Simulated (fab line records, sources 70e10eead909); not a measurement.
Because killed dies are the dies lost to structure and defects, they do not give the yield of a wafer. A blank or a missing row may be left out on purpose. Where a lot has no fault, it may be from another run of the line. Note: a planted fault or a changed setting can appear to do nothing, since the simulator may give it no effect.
The tool behind it: which one? || flow nand-harc || 12 lots, 35 wafers sampled, at 5 steps of a route of 1302

## WHAT EACH GAUGE READ, for each wafer
NHARC_END_SORT_01. Usual: killed-at-array 57, standard deviation 20; killed-at-other 1.0, standard deviation 1.5; killed-at-periphery 3.5, standard deviation 2.5; killed-dies 62, standard deviation 21; killed-open 3.5, standard deviation 1.9; killed-short 2.4, standard deviation 1.6.
{"lot": "L818", "measured": "day 28 19:05", "on": "prober-01", "killed-at-array": "556 52", "killed-at-other": "2 0", "killed-at-periphery": "3 2", "killed-dies": "561 54", "killed-open": "4 3", "killed-short": "2 1", "flag": "OFF"}
{"lot": "L820", "measured": "day 29 08:01", "on": "prober-01", "killed-at-array": "554 549 14", "killed-at-other": "2 0 1", "killed-at-periphery": "2 4 3", "killed-dies": "558 553 18", "killed-open": "4 5 4", "killed-short": "4 4 1", "flag": "OFF"}

## WHAT TOOL EACH LOT RAN ON (gives the tool, then ch and the chambers of the sampled wafers, and finally the start)
{"lot": "L808", "NHARC_A_CONTACT_ETCH_132": "har-cap-etch-02 ch 0,1, day 21 19:43", "NHARC_A_CONTACT_DESCUM_13": "rie-diel-08 ch 0,1,3, day 22 00:21", "NHARC_A_CONTACT_ETCH_88": "rie-diel-08 ch 1,3, day 22 00:26", "NHARC_A_CONTACT_ETCH_135": "har-cap-etch-03 ch 0,1, day 22 01:46"}
{"lot": "L809", "NHARC_A_CONTACT_ETCH_132": "har-cap-etch-01 ch 0,1, day 22 16:44", "NHARC_A_CONTACT_DESCUM_13": "rie-diel-07 ch 0,2,3, day 22 21:44", "NHARC_A_CONTACT_ETCH_88": "rie-diel-07 ch 0,1,3, day 22 21:50", "NHARC_A_CONTACT_ETCH_135": "har-cap-etch-01 ch 0,1, day 22 23:04"}
{"lot": "L810", "NHARC_A_CONTACT_ETCH_132": "har-cap-etch-02 ch 0,1, day 22 16:50", "NHARC_A_CONTACT_DESCUM_13": "rie-diel-08 ch 0,1, day 22 21:35", "NHARC_A_CONTACT_ETCH_88": "rie-diel-08 ch 2,3, day 22 21:40", "NHARC_A_CONTACT_ETCH_135": "har-cap-etch-02 ch 0,1, day 22 22:57"}
{"lot": "L818", "NHARC_A_CONTACT_ETCH_132": "har-cap-etch-03 ch 0,1, day 26 11:28", "NHARC_A_CONTACT_DESCUM_13": "rie-diel-08 ch 1,2, day 26 18:01", "NHARC_A_CONTACT_ETCH_88": "rie-diel-08 ch 1,3, day 26 18:05", "NHARC_A_CONTACT_ETCH_135": "har-cap-etch-01 ch 0,1, day 26 19:19"}
{"lot": "L820", "NHARC_A_CONTACT_ETCH_132": "har-cap-etch-03 ch 0,1, day 26 19:22", "NHARC_A_CONTACT_DESCUM_13": "rie-diel-08 ch 1,2, day 27 00:40", "NHARC_A_CONTACT_ETCH_88": "rie-diel-08 ch 0,2,3, day 27 00:45", "NHARC_A_CONTACT_ETCH_135": "har-cap-etch-01 ch 1, day 27 02:00"}
{"lot": "L825", "NHARC_A_CONTACT_ETCH_132": "har-cap-etch-03 ch 0,1, day 29 23:24", "NHARC_A_CONTACT_DESCUM_13": "rie-diel-08 ch 0,1, day 30 07:00", "NHARC_A_CONTACT_ETCH_88": "rie-diel-08 ch 2,3, day 30 07:05", "NHARC_A_CONTACT_ETCH_135": "har-cap-etch-02 ch 1, day 30 08:22"}
{"lot": "L826", "NHARC_A_CONTACT_ETCH_132": "har-cap-etch-02 ch 0,1, day 30 00:13", "NHARC_A_CONTACT_DESCUM_13": "rie-diel-07 ch 0,2,3, day 30 07:21", "NHARC_A_CONTACT_ETCH_88": "rie-diel-07 ch 0,1,2, day 30 07:26", "NHARC_A_CONTACT_ETCH_135": "har-cap-etch-01 ch 0,1, day 30 08:40"}
{"lot": "L827", "NHARC_A_CONTACT_ETCH_132": "har-cap-etch-01 ch 0,1, day 30 06:34", "NHARC_A_CONTACT_DESCUM_13": "rie-diel-08 ch 0,1,3, day 30 11:53", "NHARC_A_CONTACT_ETCH_88": "rie-diel-08 ch 0,1,2, day 30 11:58", "NHARC_A_CONTACT_ETCH_135": "har-cap-etch-03 ch 0,1, day 30 13:14"}
{"lot": "L828", "NHARC_A_CONTACT_ETCH_132": "har-cap-etch-03 ch 0,1, day 30 07:13", "NHARC_A_CONTACT_DESCUM_13": "rie-diel-04 ch 0,1, day 30 12:38", "NHARC_A_CONTACT_ETCH_88": "rie-diel-04 ch 0,1,3, day 30 12:44", "NHARC_A_CONTACT_ETCH_135": "har-cap-etch-02 ch 0,1, day 30 14:05"}
{"lot": "L829", "NHARC_A_CONTACT_ETCH_132": "har-cap-etch-03 ch 0,1, day 31 02:36", "NHARC_A_CONTACT_DESCUM_13": "rie-diel-04 ch 1,3, day 31 07:23", "NHARC_A_CONTACT_ETCH_88": "rie-diel-04 ch 0,1,3, day 31 07:29", "NHARC_A_CONTACT_ETCH_135": "har-cap-etch-03 ch 1, day 31 08:52"}
{"lot": "L831", "NHARC_A_CONTACT_ETCH_132": "har-cap-etch-02 ch 0,1, day 31 15:29", "NHARC_A_CONTACT_DESCUM_13": "rie-diel-08 ch 0,3, day 31 22:21", "NHARC_A_CONTACT_ETCH_88": "rie-diel-08 ch 0,1, day 31 22:26", "NHARC_A_CONTACT_ETCH_135": "har-cap-etch-02 ch 0,1, day 31 23:53"}
{"lot": "L830", "NHARC_A_CONTACT_ETCH_132": "har-cap-etch-03 ch 0,1, day 31 18:39", "NHARC_A_CONTACT_DESCUM_13": "rie-diel-07 ch 0,1, day 32 00:05", "NHARC_A_CONTACT_ETCH_88": "rie-diel-07 ch 0,1,2, day 32 00:10", "NHARC_A_CONTACT_ETCH_135": "har-cap-etch-01 ch 0,1, day 32 01:25"}
- NHARC_A_CONTACT_ETCH_132: etches the open film in C4F8/O2/Ar, time 197 s, target depth 1924 nm.
- NHARC_A_CONTACT_DESCUM_13: chemistry O2, time 3 s.
- NHARC_A_CONTACT_ETCH_88: etches the open film in CF4, target depth 39 nm, time 65 s.
- NHARC_A_CONTACT_ETCH_135: etches the open film in C4F8/O2/Ar, time 311 s, target depth 1912 nm.

## AS READ BY THE TOOLS THEMSELVES (means over the sampled wafers that have a number; for cases with no such wafer, the mark the record gives instead)
NHARC_A_CONTACT_DESCUM_13. Usual: drypump-motor-current-A 5.7 A, standard deviation 0.53; oes-product-au 1.000 a.u., standard deviation 0.0098; rf-vpp-V 57.6 V, standard deviation 0.84; showerhead-plenum-p-Torr 1.92 Torr, standard deviation 0.073; throttle-valve-pct 11.311 %, standard deviation 0.0089.
{"lot": "L808", "tool": "rie-diel-08", "drypump-motor-current-A (A)": 6.0, "oes-product-au (a.u.)": 0.997, "rf-vpp-V (V)": 57.5, "showerhead-plenum-p-Torr (Torr)": 1.91, "throttle-valve-pct (%)": 11.310, "flag": ""}
{"lot": "L809", "tool": "rie-diel-07", "drypump-motor-current-A (A)": 5.2, "oes-product-au (a.u.)": 0.995, "rf-vpp-V (V)": 57.8, "showerhead-plenum-p-Torr (Torr)": 1.94, "throttle-valve-pct (%)": 11.308, "flag": ""}
{"lot": "L810", "tool": "rie-diel-08", "drypump-motor-current-A (A)": 6.4, "oes-product-au (a.u.)": 1.004, "rf-vpp-V (V)": 57.6, "showerhead-plenum-p-Torr (Torr)": 1.96, "throttle-valve-pct (%)": 11.312, "flag": ""}
{"lot": "L818", "tool": "rie-diel-08", "drypump-motor-current-A (A)": 5.6, "oes-product-au (a.u.)": 1.006, "rf-vpp-V (V)": 56.9, "showerhead-plenum-p-Torr (Torr)": 1.89, "throttle-valve-pct (%)": 11.311, "flag": ""}
{"lot": "L820", "tool": "rie-diel-08", "drypump-motor-current-A (A)": 5.7, "oes-product-au (a.u.)": 0.991, "rf-vpp-V (V)": 58.2, "showerhead-plenum-p-Torr (Torr)": 1.91, "throttle-valve-pct (%)": 11.312, "flag": ""}
{"lot": "L825", "tool": "rie-diel-08", "drypump-motor-current-A (A)": 6.4, "oes-product-au (a.u.)": 1.005, "rf-vpp-V (V)": 57.3, "showerhead-plenum-p-Torr (Torr)": 1.95, "throttle-valve-pct (%)": 11.311, "flag": ""}
{"lot": "L826", "tool": "rie-diel-07", "drypump-motor-current-A (A)": 5.2, "oes-product-au (a.u.)": 1.002, "rf-vpp-V (V)": 57.8, "showerhead-plenum-p-Torr (Torr)": 1.92, "throttle-valve-pct (%)": 11.313, "flag": ""}
{"lot": "L827", "tool": "rie-diel-08", "drypump-motor-current-A (A)": 6.0, "oes-product-au (a.u.)": 1.003, "rf-vpp-V (V)": 57.8, "showerhead-plenum-p-Torr (Torr)": 1.90, "throttle-valve-pct (%)": 11.314, "flag": ""}
{"lot": "L828", "tool": "rie-diel-04", "drypump-motor-current-A (A)": 5.6, "oes-product-au (a.u.)": 0.991, "rf-vpp-V (V)": 58.0, "showerhead-plenum-p-Torr (Torr)": 1.99, "throttle-valve-pct (%)": 11.309, "flag": ""}
{"lot": "L829", "tool": "rie-diel-04", "drypump-motor-current-A (A)": 5.5, "oes-product-au (a.u.)": 0.993, "rf-vpp-V (V)": 58.0, "showerhead-plenum-p-Torr (Torr)": 1.96, "throttle-valve-pct (%)": 11.315, "flag": ""}
{"lot": "L831", "tool": "rie-diel-08", "drypump-motor-current-A (A)": 6.3, "oes-product-au (a.u.)": 1.002, "rf-vpp-V (V)": 57.6, "showerhead-plenum-p-Torr (Torr)": 1.91, "throttle-valve-pct (%)": 11.313, "flag": ""}
{"lot": "L830", "tool": "rie-diel-07", "drypump-motor-current-A (A)": 5.4, "oes-product-au (a.u.)": 1.007, "rf-vpp-V (V)": 57.8, "showerhead-plenum-p-Torr (Torr)": 1.96, "throttle-valve-pct (%)": 11.309, "flag": ""}

NHARC_A_CONTACT_ETCH_88. Usual: drypump-motor-current-A 5.7 A, standard deviation 0.51; oes-product-au 1.001 a.u., standard deviation 0.01; rf-fwd-power-W 297.7 W, standard deviation 1.1; rf-vpp-V 151.3 V, standard deviation 1.1; showerhead-plenum-p-Torr 1.77 Torr, standard deviation 0.066; throttle-valve-pct 13.283 %, standard deviation 0.009.
{"lot": "L808", "tool": "rie-diel-08", "drypump-motor-current-A (A)": 5.5, "oes-product-au (a.u.)": 1.009, "rf-fwd-power-W (W)": 297.5, "rf-vpp-V (V)": 150.5, "showerhead-plenum-p-Torr (Torr)": 1.72, "throttle-valve-pct (%)": 13.292, "flag": ""}
{"lot": "L809", "tool": "rie-diel-07", "drypump-motor-current-A (A)": 5.5, "oes-product-au (a.u.)": 0.997, "rf-fwd-power-W (W)": 296.3, "rf-vpp-V (V)": 152.8, "showerhead-plenum-p-Torr (Torr)": 1.85, "throttle-valve-pct (%)": 13.287, "flag": ""}
{"lot": "L810", "tool": "rie-diel-08", "drypump-motor-current-A (A)": 5.3, "oes-product-au (a.u.)": 0.996, "rf-fwd-power-W (W)": 297.8, "rf-vpp-V (V)": 150.5, "showerhead-plenum-p-Torr (Torr)": 1.70, "throttle-valve-pct (%)": 13.285, "flag": ""}
{"lot": "L818", "tool": "rie-diel-08", "drypump-motor-current-A (A)": 5.6, "oes-product-au (a.u.)": 0.908, "rf-fwd-power-W (W)": 298.2, "rf-vpp-V (V)": 150.2, "showerhead-plenum-p-Torr (Torr)": 1.73, "throttle-valve-pct (%)": 13.270, "flag": "OFF"}
{"lot": "L820", "tool": "rie-diel-08", "drypump-motor-current-A (A)": 5.8, "oes-product-au (a.u.)": 0.878, "rf-fwd-power-W (W)": 298.4, "rf-vpp-V (V)": 151.7, "showerhead-plenum-p-Torr (Torr)": 1.73, "throttle-valve-pct (%)": 13.283, "flag": "OFF"}
{"lot": "L825", "tool": "rie-diel-08", "drypump-motor-current-A (A)": 5.3, "oes-product-au (a.u.)": 1.016, "rf-fwd-power-W (W)": 297.7, "rf-vpp-V (V)": 150.1, "showerhead-plenum-p-Torr (Torr)": 1.69, "throttle-valve-pct (%)": 13.288, "flag": ""}
{"lot": "L826", "tool": "rie-diel-07", "drypump-motor-current-A (A)": 5.4, "oes-product-au (a.u.)": 1.003, "rf-fwd-power-W (W)": 297.3, "rf-vpp-V (V)": 151.0, "showerhead-plenum-p-Torr (Torr)": 1.78, "throttle-valve-pct (%)": 13.279, "flag": ""}
{"lot": "L827", "tool": "rie-diel-08", "drypump-motor-current-A (A)": 6.0, "oes-product-au (a.u.)": 0.996, "rf-fwd-power-W (W)": 298.5, "rf-vpp-V (V)": 151.6, "showerhead-plenum-p-Torr (Torr)": 1.76, "throttle-valve-pct (%)": 13.281, "flag": ""}
{"lot": "L828", "tool": "rie-diel-04", "drypump-motor-current-A (A)": 5.6, "oes-product-au (a.u.)": 1.004, "rf-fwd-power-W (W)": 297.5, "rf-vpp-V (V)": 151.3, "showerhead-plenum-p-Torr (Torr)": 1.82, "throttle-valve-pct (%)": 13.287, "flag": ""}
{"lot": "L829", "tool": "rie-diel-04", "drypump-motor-current-A (A)": 5.6, "oes-product-au (a.u.)": 0.995, "rf-fwd-power-W (W)": 297.0, "rf-vpp-V (V)": 152.2, "showerhead-plenum-p-Torr (Torr)": 1.82, "throttle-valve-pct (%)": 13.284, "flag": ""}
{"lot": "L831", "tool": "rie-diel-08", "drypump-motor-current-A (A)": 6.1, "oes-product-au (a.u.)": 1.006, "rf-fwd-power-W (W)": 297.5, "rf-vpp-V (V)": 151.6, "showerhead-plenum-p-Torr (Torr)": 1.79, "throttle-valve-pct (%)": 13.283, "flag": ""}
{"lot": "L830", "tool": "rie-diel-07", "drypump-motor-current-A (A)": 5.4, "oes-product-au (a.u.)": 1.008, "rf-fwd-power-W (W)": 298.0, "rf-vpp-V (V)": 150.6, "showerhead-plenum-p-Torr (Torr)": 1.78, "throttle-valve-pct (%)": 13.283, "flag": ""}

## THE ANSWER, worked out from the rows above alone
Rule: a lot counts as off when the mean over its wafers that have a number is more than 3 standard deviations away from the usual mean. Also off: a lot with no number at a reading for which 4 or more lots have one. The other lots that the step has rows for count as sound. First the gauges in route order, then the tools' own readings, where a lot's mean is used as printed above. The first step at which some lot is off is used, and at that step the reading that is off furthest; a lot without a number counts as furthest.
Off, at NHARC_END_SORT_01 on killed-at-array: L818, L820. Neither off nor sound, because the step has no rows for them: L808, L809, L810, L825, L826, L827, L828, L829, L831, L830.
A tool fits if, at a process step before that reading, it ran every lot that is off, and no sound lot after the first of them. Not tried: the gauges at NHARC_END_SORT_01; whatever is off there is also off at NHARC_A_CONTACT_ETCH_88, on other tools, and gauge error can't account for it. Can't be told from this: 3 tools fit, har-cap-etch-03 at NHARC_A_CONTACT_ETCH_132, rie-diel-08 at NHARC_A_CONTACT_DESCUM_13 and NHARC_A_CONTACT_ETCH_88, har-cap-etch-01 at NHARC_A_CONTACT_ETCH_135.

## WHAT WAS PUT IN BY THE SIMULATOR
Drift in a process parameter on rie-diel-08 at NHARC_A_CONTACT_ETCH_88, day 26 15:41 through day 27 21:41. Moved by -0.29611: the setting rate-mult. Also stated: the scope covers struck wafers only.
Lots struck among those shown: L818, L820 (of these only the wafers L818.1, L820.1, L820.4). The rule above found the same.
